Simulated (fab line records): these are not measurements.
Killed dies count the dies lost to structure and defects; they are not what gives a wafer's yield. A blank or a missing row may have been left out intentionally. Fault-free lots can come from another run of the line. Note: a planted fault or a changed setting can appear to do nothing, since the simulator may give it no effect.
What tool caused it? -- flow n5_finfet -- 12 lots with 36 wafers sampled at 6 steps, on a route of 1938 steps

## WHAT EACH GAUGE READ, for each wafer
N5_BEOL_M1_THK_MEAS_01.
lot,measured,on,M1_ILD_THK (nm)
L075,day 6 10:28,film_metro-01,77.2 79.2 79.4
L077,day 7 11:28,film_metro-01,78.9 81.4 80.1
L079,day 7 12:59,film_metro-01,77.4 78.7 78.9
L081,day 7 21:11,film_metro-02,78.6 81.5 80.0
L083,day 8 08:49,film_metro-02,78.0 79.7 79.3
L085,day 8 19:17,film_metro-01,78.8 80.0 79.9
L087,day 9 15:15,film_metro-01,77.9 78.4 79.6
L089,day 9 23:30,film_metro-01,77.8 79.5 79.2
L091,day 10 14:52,film_metro-02,79.2 79.0 79.6
L093,day 10 23:38,film_metro-01,79.0 78.8 79.8
L095,day 11 08:55,film_metro-01,79.2 78.5 79.7
L096,day 11 21:35,film_metro-01,77.9 77.6 79.9

## WHAT TOOL EACH LOT RAN ON (gives the tool, then ch and the chambers of the sampled wafers, and finally the start)
lot,N5_BEOL_M0_SAQP_ETCH_84,N5_BEOL_M0_SAQP_ETCH_106,N5_BEOL_M0_SAQP_ALD_48,N5_BEOL_M0_SURFACE_TREAT_137,N5_BEOL_M0_PRE_CLEAN_131
L075,"rie_diel-06 ch 2,3, day 5 19:55","rie_diel-05 ch 0,2,3, day 5 22:33","ald_sin-01 ch 0,3, day 6 00:50","pvd_sputter-02, day 6 06:20","cvd_co-01 ch 0,2, day 6 10:07"
L077,"rie_diel-06 ch 0,1,3, day 6 23:10","rie_diel-01 ch 0,3, day 7 02:02","ald_sin-01 ch 0,1, day 7 04:07","pvd_sputter-01, day 7 09:28","cvd_co-01 ch 0,2, day 7 11:07"
L079,"rie_diel-05 ch 0,3, day 7 03:35","rie_diel-06 ch 2,3, day 7 06:04","ald_sin-03 ch 0,1,3, day 7 08:05","pvd_sputter-02, day 7 10:53","cvd_co-01 ch 0,2, day 7 12:37"
L081,"rie_diel-01 ch 1,2, day 7 07:41","rie_diel-06 ch 0,1, day 7 10:00","ald_sin-03 ch 0,3, day 7 12:05","pvd_sputter-01, day 7 19:27","cvd_co-01 ch 1,2, day 7 20:50"
L083,"rie_diel-05 ch 0,2,3, day 7 20:38","rie_diel-05 ch 1,2,3, day 7 23:05","ald_sin-02 ch 1,2, day 8 00:53","pvd_sputter-02, day 8 05:53","cvd_co-01 ch 1,2, day 8 08:28"
L085,"rie_diel-01 ch 2,3, day 8 06:28","rie_diel-06 ch 0,1, day 8 09:20","ald_sin-02 ch 1,2, day 8 12:26","pvd_sputter-02, day 8 17:26","cvd_co-01 ch 1,2, day 8 18:53"
L087,"rie_diel-06 ch 1,2, day 9 02:44","rie_diel-05 ch 1,2, day 9 05:10","ald_sin-02 ch 0,1, day 9 06:56","pvd_sputter-02, day 9 13:32","cvd_co-02 ch 0,2, day 9 14:53"
L089,"rie_diel-06 ch 1, day 9 13:47","rie_diel-01 ch 1,3, day 9 16:25","ald_sin-03 ch 1,3, day 9 18:28","pvd_sputter-02, day 9 21:47","cvd_co-02 ch 0,2, day 9 23:09"
L091,"rie_diel-01 ch 1,2,3, day 9 23:04","rie_diel-05 ch 0,2,3, day 10 02:08","ald_sin-02 ch 0,3, day 10 04:12","pvd_sputter-02, day 10 11:37","cvd_co-02 ch 0,1, day 10 14:31"
L093,"rie_diel-05 ch 0,1,3, day 10 10:46","rie_diel-05 ch 1,3, day 10 12:57","ald_sin-03 ch 2,3, day 10 18:35","pvd_sputter-02, day 10 21:15","cvd_co-01 ch 0,2, day 10 23:17"
L095,"rie_diel-05 ch 1,3, day 10 20:07","rie_diel-05 ch 1,3, day 10 22:40","ald_sin-01 ch 1,2,3, day 11 02:42","pvd_sputter-02, day 11 07:07","cvd_co-02 ch 0,1, day 11 08:32"
L096,"rie_diel-06 ch 1,3, day 11 08:41","rie_diel-01 ch 0,2, day 11 10:53","ald_sin-02 ch 1,3, day 11 13:25","pvd_sputter-01, day 11 18:07","cvd_co-01 ch 0,2, day 11 21:13"
- N5_BEOL_M0_SAQP_ETCH_84: etches SOC in N2/H2, target depth 100 nm, overetch 20 nm, time 150 s.
- N5_BEOL_M0_SAQP_ETCH_106: etches SOC in N2/H2, stops on SiNx, target depth 150 nm.
- N5_BEOL_M0_SAQP_ALD_48: deposits SiO2, target thk 20 nm, pulse time 1 s, co reactant pulse time 1 s.
- N5_BEOL_M0_SURFACE_TREAT_137
- N5_BEOL_M0_PRE_CLEAN_131: time 15 s.

## THE ANSWER, worked out from the rows above alone
Rule: what is usual is taken from the lots themselves. The widest of any qualifying gaps counts: lots, ordered by their means at a reading, are off when they make up no more than a third of the lots, leave a main group of 4 or more, and stand apart from it by 3 or more times the standard deviation of that group's means. A main group is skipped when, at the precision printed for the reading in the tables above, its means are all equal. A lot without any number at a reading at which 4 lots or more have one is off too. All remaining lots with rows at the step are treated as sound.
Across all readings shown, no lot is off: no conclusion can be drawn from this.

## WHAT THE SIMULATOR PUT IN
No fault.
